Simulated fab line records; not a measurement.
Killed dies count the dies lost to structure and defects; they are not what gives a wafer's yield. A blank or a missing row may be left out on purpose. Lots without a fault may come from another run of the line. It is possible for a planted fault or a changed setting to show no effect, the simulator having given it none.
Problem report, 8D (eight disciplines) form, completed by code | flow nandHarc | the parts of the form that need people (team, actions taken, sign-off) are left out

1. THE PROBLEM
Mean of heaterPowerTotalW at NHARC_A_SLIT_SOFTBAKE_04: 214.15 W across 6 wafers in 2 lots; on wafers with no fault it is 188.44 W (standard deviation 0.14). So: +99 or more standard deviations from the usual mean.
The step: time 55 s.
First seen on wafer L184.2, day 17 06:00, on lithoTrack-06. At this step, 39 wafers from 13 lots have a number in the record. By rule, "out" or "out of limits" means more than 4 standard deviations away from the usual mean. Any other wafer with a number is counted as sound.

2. WHAT IT IS, WHAT IT ISN'T
question                    | is                     | is not
which readings at this step | heaterPowerTotalW      | -
which lots                  | L181, L184             | L172, L173, L174, L175, L176, L178, L182, L189, L191, L192, L193
which wafers of those lots  | all that have a number | -
read on which tools         | lithoTrack-06          | lithoTrack-01, lithoTrack-04
when                        | from day 17 06:00      | up to then (18 sound wafers); but 15 sound wafers of L182, L189, L191, L192, L193 came after

3. WHAT RULES OUT EACH SUSPECT
Counting: any tool at a process step up to the reading is kept as a suspect provided that every lot that is out went through it and no sound lot did after the first of them.
- lithoTrack-06 at NHARC_A_SLIT_SOFTBAKE_04 (time 55 s): ruled out as a lasting fault. Following L184 (day 17 06:00), the first lot on it that is out, the sound lots L193 were run on it.
Left after counting: nothing in the record.

4. THE CAUSE (what the simulator had put in)
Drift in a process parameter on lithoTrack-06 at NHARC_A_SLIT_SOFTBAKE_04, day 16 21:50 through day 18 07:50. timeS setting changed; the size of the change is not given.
Counting ruled it out, wrongly.

5. SEQUENCE OF EFFECTS, ordered by route
Each row: a reading where the mean over the struck wafers with a number is more than 3 standard deviations away from the usual. Readings are gone through only where the record gives a usual standard deviation; hours: the median, over the lots, of the time from a lot's start at the first step in this table giving one to that lot's start at this step; sigmas: the change measured in usual standard deviations.
hours | step                     | reading           | usual    | on struck wafers | change | sigmas
0     | NHARC_A_SLIT_SOFTBAKE_04 | heaterPowerTotalW | 188.44 W | 214.15           | +25.71 | +99 or more
The process steps in it:
- NHARC_A_SLIT_SOFTBAKE_04: time 55 s.

6. HOW IT WOULD HAVE BEEN CAUGHT EARLIER
The fault began at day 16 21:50; the first out-of-limits reading in this record came at day 17 06:00, 8 hours later.
